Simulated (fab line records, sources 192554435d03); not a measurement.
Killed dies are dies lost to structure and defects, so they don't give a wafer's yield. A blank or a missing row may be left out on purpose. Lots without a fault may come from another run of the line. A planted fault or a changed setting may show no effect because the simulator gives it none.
fab line records | flow n5_finfet
record lots=7 wafers=39
route steps=1938 shown BEOL_M14@1716 PASSIVATION@1929
start_h: hours from the record's first day to the start of the lot's first wafer shown | wait_h: hours since the lot's step before | " the same as in the row above | L1.1+2: a row that stands for several wafers | - no value, or no start given | * or withheld: withheld | < > ~ a bound
route shown NAME@n: a module of which the file shows steps, and the number in the route of the first | usual: mean/standard deviation of fault-free wafers | same: alike in all rows | chamber/n: place in a boat | sites: the reading at each site | _std_site: their standard deviation | _edge_site: outer sites' mean less inner sites' | radius_mm: how far each site lies from the wafer's centre | mask NAME#n: copy n | behind: the tool/chamber that last shaped the wafer | hold: why the lot was held/for how many hours/how that ended | device: the transistor (n, p or np) that didn't switch | end of line: the same wafers' tests at the end of the route | a step without rows: its recipe alone | killed: dies lost to structure and defects at the first sort, not the wafer's yield | map: a wafer's dies, x killed, . not, _ none there
set.NAME: the setting as run; set.NAME@STEP: as run at that earlier step | model.NAME: the simulator's own value behind a step, which no gauge read
lots whose settings were changed on purpose; a table a step, a row a wafer
## steps
# step N5_BEOL_M14_ILD_DEP_00
# recipe material=SiO2 target_thk_a=11193 temp_c=400 precursor=TEOS/O2 pressure_torr=6.5 rf_w=900 teos_flow_sccm=161.4 gas=O2 flow_sccm=2650 time_s=237.4
# columns lot.wafer tool chamber start_h wait_h set.target_thk_a model.SiO2_of_BEOL_M14_ILD_DEP_00.thk_nm
L077.1 pecvd-04 1 249.96 0.0 11193 1112
L077.2 " 2 " " 11193 1106
L077.3 " 0 " " 11193 1124
L077.4 " 1 " " 11193 1118
L077.5 " 0 " " 11193 1131
L077.6 " 2 " " 11193 1126
L076.1 pecvd-04 2 253.53 0.0 11193 1105
L076.2 " 0 " " 11193 1106
L076.3 " 1 " " 11193 1107
L076.4 " 1 " " 11193 1123
L076.5 " 0 " " 11193 1116
L076.6 " 2 " " 11193 1122
L079.1 pecvd-01 0 258.99 0.0 11193 1114
L079.2 " 2 " " 11193 1132
L079.3 " 0 " " 11193 1135
L079.4 " 2 " " 11193 1141
L079.5 " 0 " " 11193 1133
L079.6 " 2 " " 11193 1134
L080.1 pecvd-01 0 270.13 0.0 11193 1108
L080.2 " 2 " " 11193 1124
L080.3 " 2 " " 11193 1137
L080.4 " 0 " " 11193 1130
L080.5 " 0 " " 11193 1134
L080.6 " 2 " " 11193 1150
L086.1 pecvd-04 0 317.39 0.0 5817 578.2
L086.2 " 2 " " 11193 1107
L086.3 " 1 " " 5817 577.6
L086.4 " 1 " " 5817 589.6
L086.5 " 0 " " 11193 1126
L086.6 " 2 " " 11193 1124
L085.1 pecvd-04 0 319.57 0.0 11193 1110
L085.2 " 1 " " 17160 1711
L085.3 " 2 " " 17160 1715
L085.4 " 1 " " 11193 1143
L085.5 " 2 " " 17160 1726
L085.6 " 0 " " 11193 1145
L094.2 pecvd-01 1 349.69 0.0 11193 1105
L094.4 " 2 " " 11193 1116
L094.5 " 1 " " 11193 1126
# step N5_BEOL_M14_THK_MEAS_01
# recipe reads=SiO2_of_BEOL_M14_ILD_DEP_00
# usual M14_ILD_THK=1125/14
# columns lot.wafer tool chamber start_h wait_h set.target_thk_a@BEOL_M14_ILD_DEP_00 M14_ILD_THK[nm]
L077.1 film_metro-01 - 250.15 0.1 11193 1112
L077.2 " - " " 11193 1105
L077.3 " - " " 11193 1125
L077.4 " - " " 11193 1118
L077.5 " - " " 11193 1131
L077.6 " - " " 11193 1126
L076.1 film_metro-01 - 253.72 0.1 11193 1106
L076.2 " - " " 11193 1106
L076.3 " - " " 11193 1107
L076.4 " - " " 11193 1122
L076.5 " - " " 11193 1116
L076.6 " - " " 11193 1122
L079.1 film_metro-01 - 259.26 0.2 11193 1114
L079.2 " - " " 11193 1131
L079.3 " - " " 11193 1134
L079.4 " - " " 11193 1142
L079.5 " - " " 11193 1133
L079.6 " - " " 11193 1134
L080.1 film_metro-01 - 270.40 0.2 11193 1109
L080.2 " - " " 11193 1124
L080.3 " - " " 11193 1137
L080.4 " - " " 11193 1131
L080.5 " - " " 11193 1135
L080.6 " - " " 11193 1150
L086.1 film_metro-01 - 317.58 0.1 5817 578
L086.2 " - " " 11193 1106
L086.3 " - " " 5817 578
L086.4 " - " " 5817 590
L086.5 " - " " 11193 1126
L086.6 " - " " 11193 1123
L085.1 film_metro-01 - 319.76 0.1 11193 1110
L085.2 " - " " 17160 1711
L085.3 " - " " 17160 1716
L085.4 " - " " 11193 1143
L085.5 " - " " 17160 1725
L085.6 " - " " 11193 1145
L094.2 film_metro-01 - 349.88 0.1 11193 1105
L094.4 " - " " 11193 1117
L094.5 " - " " 11193 1126
# step N5_BEOL_M14_COAT_58
# recipe resist=BARC temp_c=205 time_s=60 spin_rpm=1500 resist_thk_nm=89
# step N5_BEOL_M14_COAT_04
# recipe spin_rpm=1704 resist_thk_nm=800
# step N5_BEOL_M14_DESCUM_15
# recipe chemistry=O2 time_s=7.9 source_power_w=50 bias_power_w=20 pressure_mtorr=20 rf_frequency_hz=2.712e+07 temp_c=40 o2_flow_sccm=225
# step N5_BEOL_M14_ETCH_59
# recipe chemistry=N2/H2 target=BARC target_depth_a=890 overetch_a=267 time_s=67.9 ion_energy_ev=200 pressure_mtorr=30 source_w=840 bias_w=150 n2_flow_sccm=200 h2_flow_sccm=200
# step N5_BEOL_M14_VIA_ETCH_16
# recipe chemistry=C4F8/O2/Ar target=SiO2 he_inner_torr=15 he_outer_torr=30 target_depth_a=12313 time_s=withheld ion_energy_ev=800 pressure_mtorr=20 source_w=1905 bias_w=2040 Ar_flow_sccm=400 C4F8_flow_sccm=16 O2_flow_sccm=12 ends=cleared
# columns lot.wafer tool chamber start_h wait_h set.target_thk_a@BEOL_M14_ILD_DEP_00 model.etch.depth_nm model.coat_of_BEOL_M14_COAT_04.thk_nm
L077.1 rie_diel-05 0 250.76 0.0 11193 1112 448.4
L077.2 " 3 " " 11193 1106 453.8
L077.3 " 1 " " 11193 1124 450
L077.4 " 2 " " 11193 1118 455.6
L077.5 " 2 " " 11193 1131 454.2
L077.6 " 1 " " 11193 1126 450.4
L076.1 rie_diel-04 3 254.20 0.0 11193 1105 451
L076.2 " 2 " " 11193 1106 448
L076.3 " 1 " " 11193 1107 463
L076.4 " 0 " " 11193 1123 443.4
L076.5 " 0 " " 11193 1116 447.6
L076.6 " 1 " " 11193 1122 460.6
L079.1 rie_diel-05 1 259.74 0.0 11193 1114 451.8
L079.2 " 0 " " 11193 1132 445
L079.3 " 2 " " 11193 1135 451.6
L079.4 " 1 " " 11193 1141 448.4
L079.5 " 0 " " 11193 1133 444.2
L079.6 " 2 " " 11193 1134 452.4
L080.1 rie_diel-04 3 270.88 0.0 11193 1108 450.4
L080.2 " 2 " " 11193 1124 445.6
L080.3 " 1 " " 11193 1137 454.4
L080.4 " 0 " " 11193 1130 443
L080.5 " 0 " " 11193 1134 442.6
L080.6 " 3 " " 11193 1150 442.8
L086.1 rie_diel-03 3 318.19 0.0 5817 578.3 578.6
L086.2 " 2 " " 11193 1107 459.2
L086.3 " 1 " " 5817 577.6 575.8
L086.4 " 0 " " 5817 589.5 581.4
L086.5 " 0 " " 11193 1126 450.8
L086.6 " 1 " " 11193 1124 447.6
L085.1 rie_diel-04 0 320.40 0.0 11193 1110 449.6
L085.2 " 1 " " 17160 1711 331
L085.3 " 2 " " 17160 1715 307.4
L085.4 " 3 " " 11193 1143 446.2
L085.5 " 1 " " 17160 1726 329.4
L085.6 " 2 " " 11193 1145 443.2
L094.2 rie_diel-04 0 350.36 0.0 11193 1105 450.2
L094.4 " 3 " " 11193 1116 452.6
L094.5 " 0 " " 11193 1126 447.8
# step N5_PASSIVATION_PASS_ETCH_47
# recipe chemistry=CF4/O2 target=SiNx target_depth_a=7700 time_s=385 ion_energy_ev=100 pressure_mtorr=40 source_w=535 bias_w=49 Ar_flow_sccm=100 cf4_flow_sccm=100 O2_flow_sccm=10
# columns lot.wafer tool chamber start_h wait_h set.time_s model.etch.depth_nm
L077.1 rie_diel-03 2 275.46 0.0 385 802.3
L077.2 " 3 " " 385 813.2
L077.3 " 1 " " 385 756.1
L077.4 " 0 " " 385 749.5
L077.5 " 1 " " 385 755.6
L077.6 " 0 " " 385 746.8
L076.1 rie_diel-04 1 275.67 0.0 385 772
L076.2 " 3 " " 385 805.1
L076.3 " 0 " " 385 791.8
L076.4 " 2 " " 385 798.7
L076.5 " 3 " " 385 803.3
L076.6 " 2 " " 385 798.5
L079.1 rie_diel-05 0 283.46 0.0 385 737.6
L079.2 " 1 " " 253.7 513.3
L079.3 " 3 " " 253.7 490.4
L079.4 " 2 " " 385 720.5
L079.5 " 0 " " 385 740
L079.6 " 3 " " 253.7 489.1
L080.1 rie_diel-04 3 294.84 0.0 166.7 343.5
L080.2 " 2 " " 166.7 342.1
L080.3 " 0 " " 166.7 343
L080.4 " 1 " " 385 768.9
L080.5 " 0 " " 385 783.5
L080.6 " 3 " " 385 790
L086.1 rie_diel-04 1 345.17 0.0 385 767.7
L086.2 " 2 " " 385 787
L086.3 " 3 " " 385 788.9
L086.4 " 0 " " 385 789.3
L086.5 " 0 " " 385 791.5
L086.6 " 1 " " 385 769
L085.1+4 rie_diel-05 3 345.44 0.0 160.2 312.9
L085.2 " 0 " " 385 729
L085.3 " 2 " " 160.2 300.5
L085.5 " 2 " " 385 718.1
L085.6 " 0 " " 385 728.1
L094.2 rie_diel-03 1 376.31 0.0 385 755.5
L094.4 " 3 " " 385 818.9
L094.5 " 3 " " 385 813.5
## key
split step=N5_BEOL_M14_ILD_DEP_00 setting=target_thk_a stated=11193 by=wafer
response step=N5_BEOL_M14_ILD_DEP_00 reading=model.SiO2_of_BEOL_M14_ILD_DEP_00.thk_nm change=+11.1 per=1% r=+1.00
response step=N5_BEOL_M14_THK_MEAS_01 reading=M14_ILD_THK change=+11.1 per=1% r=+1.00
response step=N5_BEOL_M14_VIA_ETCH_16 reading=model.etch.depth_nm change=+11.1 per=1% r=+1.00
response step=N5_BEOL_M14_VIA_ETCH_16 reading=model.coat_of_BEOL_M14_COAT_04.thk_nm change=-2.46 per=1% r=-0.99
split step=N5_PASSIVATION_PASS_ETCH_47 setting=time_s stated=385 by=wafer
response step=N5_PASSIVATION_PASS_ETCH_47 reading=model.etch.depth_nm change=+7.34 per=1% r=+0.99
